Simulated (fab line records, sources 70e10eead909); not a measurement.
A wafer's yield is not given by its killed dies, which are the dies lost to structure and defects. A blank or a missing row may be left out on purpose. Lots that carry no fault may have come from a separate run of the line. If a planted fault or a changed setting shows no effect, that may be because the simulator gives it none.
Chamber matching :: flow nand_harc :: 4 sister chambers for NHARC_A_STAIRCASE_DESCUM_291 on rie_diel-04
The step chemistry O2, time 3 s. 4 wafers are shown with their chamber, then 11 later ones without.

== EACH WAFER AND ITS CHAMBER ==
wafer: L088.6
chamber: 1
showerhead_plenum_p_Torr (Torr): 1.89

wafer: L087.4
chamber: 2
showerhead_plenum_p_Torr (Torr): 1.86

wafer: L087.6
chamber: 0
showerhead_plenum_p_Torr (Torr): 1.95

wafer: L089.1
chamber: 3
showerhead_plenum_p_Torr (Torr): 1.92

== WAFERS MISSING THEIR CHAMBER ==
wafer: L089.3
showerhead_plenum_p_Torr (Torr): 1.88

wafer: L089.6
showerhead_plenum_p_Torr (Torr): 1.88

wafer: L092.2
showerhead_plenum_p_Torr (Torr): 1.92

wafer: L092.3
showerhead_plenum_p_Torr (Torr): 1.86

wafer: L092.6
showerhead_plenum_p_Torr (Torr): 1.86

wafer: L094.1
showerhead_plenum_p_Torr (Torr): 1.88

wafer: L094.4
showerhead_plenum_p_Torr (Torr): 1.95

wafer: L094.6
showerhead_plenum_p_Torr (Torr): 1.92

wafer: L097.1
showerhead_plenum_p_Torr (Torr): 1.85

wafer: L097.2
showerhead_plenum_p_Torr (Torr): 1.95

wafer: L097.6
showerhead_plenum_p_Torr (Torr): 1.92

== WHICH CHAMBER EACH WENT THROUGH ==
wafer: L089.3
from the rows above: can't be placed: 1 or 2
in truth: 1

wafer: L089.6
from the rows above: can't be placed: 1 or 2
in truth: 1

wafer: L092.2
from the rows above: 3
in truth: 3

wafer: L092.3
from the rows above: 2
in truth: 2

wafer: L092.6
from the rows above: 2
in truth: 2

wafer: L094.1
from the rows above: can't be placed: 1 or 2
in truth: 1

wafer: L094.4
from the rows above: 0
in truth: 0

wafer: L094.6
from the rows above: 3
in truth: 3

wafer: L097.1
from the rows above: 2
in truth: 2

wafer: L097.2
from the rows above: 0
in truth: 0

wafer: L097.6
from the rows above: 3
in truth: 3
Correct placement for 8 of the 11. Unplaceable from these rows: 3, with the true chamber sitting among the candidates in 3. Number placed wrongly: 0.
How it was worked out, from the rows above alone: a wafer's distance from a chamber is the root of the sum, over the readings, of the square of ((its reading less the chamber's mean) divided by the reading's scatter). If the next closest chamber is less than 2 further off than the closest, the wafer can't be placed; otherwise it belongs to the closest. A chamber's mean is the mean of its shown wafers. The scatter: root of mean squared gap, hidden wafer to nearest shown wafer, with one shown wafer a chamber.
